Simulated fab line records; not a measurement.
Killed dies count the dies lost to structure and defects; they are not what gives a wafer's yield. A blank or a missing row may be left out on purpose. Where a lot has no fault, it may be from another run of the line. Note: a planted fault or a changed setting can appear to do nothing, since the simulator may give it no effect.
Comparing a struck lot with a sound one :: flow n5Finfet :: 26 out of 1938 route steps
Sound: these wafers, L217.1, L217.5, L217.6. Struck: wafers L215.4, L215.5, L215.6. The cause is given at the end.
At each step with rows: each side's tool, then ch and its chambers, then its first start. Under that, the readings that differ: sound wafers :: struck wafers :: difference of the means :: sigmas: that difference in standard deviations of wafers without a fault.
alike: words and numbers the same on both sides, and readings whose means are apart by under 2 such deviations; not compared: readings that were withheld, readings missing a value for some wafer, numbers with overlapping values and no deviation given by the record, and bounds like >300 which may hide the same value.
Wherever a step has rows on one side only, a row that says differs or no value, or a row with sigmas, the two part there. Numbers that have no deviation but don't overlap get no sigmas and don't part them. Lack of a reading on every wafer of one side parts them only where that side has two or more wafers.

first, 11 steps without rows for these wafers: N5_BEOL_M14_ETCH_59 (etches BARC in N2/H2, target depth 89 nm, overetch 26.7 nm, time 67.9 s); N5_BEOL_M14_VIA_ETCH_16 (etches SiO2 in C4F8/O2/Ar, target depth 1231.3 nm); N5_BEOL_M14_STRIP_63 (strips in O2); N5_BEOL_M14_STRIP_64 (strips in O2); N5_BEOL_M14_STRIP_71 (strips in post etch residue remover, time 60 s); N5_BEOL_M14_SRD_72 (time 30 s, dry time 30 s); N5_BEOL_M14_COAT_65 (time 60 s, resist thk 450 nm); N5_BEOL_M14_COAT_66 (time 60 s, resist thk 110 nm); N5_BEOL_M14_COAT_22 (resist thk 300 nm); N5_BEOL_M14_EBR_24; N5_BEOL_M14_SOFTBAKE_23 (time 60 s).
N5_BEOL_M14_EXPOSE_25: exposes mask M14, target cd 280 nm.
  sound on krfScanner-01 ch 0, day 15 11:53; struck on krfScanner-02 ch 0, day 15 04:08
reading: exposureDoseMJCm2
sound: 26.586 26.570 26.583
struck: 27.390 27.412 27.364
difference: +0.809
sigmas: +35
  alike: mask
then, 3 steps without rows for these wafers: N5_BEOL_M14_PEB_26 (peb time 90 s); N5_BEOL_M14_DEVELOP_27 (develop time 45 s); N5_BEOL_M14_HARDBAKE_32 (time 120 s).
N5_BEOL_M14_CD_MEAS_28: target cd 284.4 nm.
  sound on cdSem-03 ch 0, day 15 12:04; struck on cdSem-03 ch 0, day 15 04:18
reading: cdNm (nm)
sound: 282.9 284.3 283.2
struck: 291.4 288.7 289.5
difference: +6.4
sigmas: +5
N5_BEOL_M14_DESCUM_33: chemistry O2, time 7.9 s.
  sound on rieDiel-04 ch 0,3, day 15 12:26; struck on rieDiel-02 ch 0,2,3, day 15 04:24
reading: model.BEOL_M14.cdNm (nm)
sound: 282.8 284.4 282.8
struck: 291 288.6 289.6
difference: +6
sigmas: 
  alike: drypumpMotorCurrentA, oesProductAu, rfVppV, showerheadPlenumPTorr, throttleValvePct
  not compared: rfHoursCounterH
then, 6 steps without rows for these wafers: N5_BEOL_M14_ETCH_67 (etches SiARC in CF4, target depth 143 nm, time 238.3 s); N5_BEOL_M14_ETCH_68 (etches SOC in N2/H2, time 450 s); N5_BEOL_M14_STRIP_69 (strips in N2/H2); N5_BEOL_M14_TRENCH_ETCH_34 (etches SiO2 in C4F8/O2/Ar, target depth 556.65 nm, time 126.9 s); N5_BEOL_M14_STRIP_70 (strips in C4F8/O2/Ar); N5_BEOL_M14_STRIP_37 (strips in O2).
N5_BEOL_M14_ETCH_38: etches SiCN in CF4/N2, target depth 106.5 nm, time 120.6 s.
  sound on rieDiel-03 ch 2,3; struck on rieDiel-03 ch 2,3
reading: model.BEOL_M14.cdNm (nm)
sound: 279.4 280.2 278.4
struck: 285.6 283.2 287.2
difference: +6.0
sigmas: 
  alike: biasW, drypumpMotorCurrentA, oesProductAu, rfVppV, showerheadPlenumPTorr, throttleValvePct
  not compared: rfHoursCounterH
then, 1 step without rows for these wafers: N5_BEOL_M14_PRECLEAN_39 (cleans in residue remover, time 60 s).
N5_PASSIVATION_PROBE_49:
  sound on prober-02 at day 16 14:43; struck on prober-01 at day 16 05:16
  alike: defectLimitedYield, killed_at_M0_to_M3, killed_at_M4_up, killedAtContacts, killedAtFrontEnd, killedAtOther, killedDies, killedOnRim, killedOpen, killedShort, sort_bin_5_function, sort_bin_6_memory, sortNPass, sortYieldPct

WHERE THEY PART
At N5_BEOL_M14_EXPOSE_25 first; at N5_BEOL_M14_CD_MEAS_28 last (within this record only). Later steps at which nothing parts them and some readings are alike: N5_BEOL_M14_DESCUM_33, N5_BEOL_M14_ETCH_38, N5_PASSIVATION_PROBE_49.

WHY: whatever the simulator had introduced
Process parameter drift: krfScanner-02, from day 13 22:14 on, at N5_BEOL_M14_EXPOSE_25. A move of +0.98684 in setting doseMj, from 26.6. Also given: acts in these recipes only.
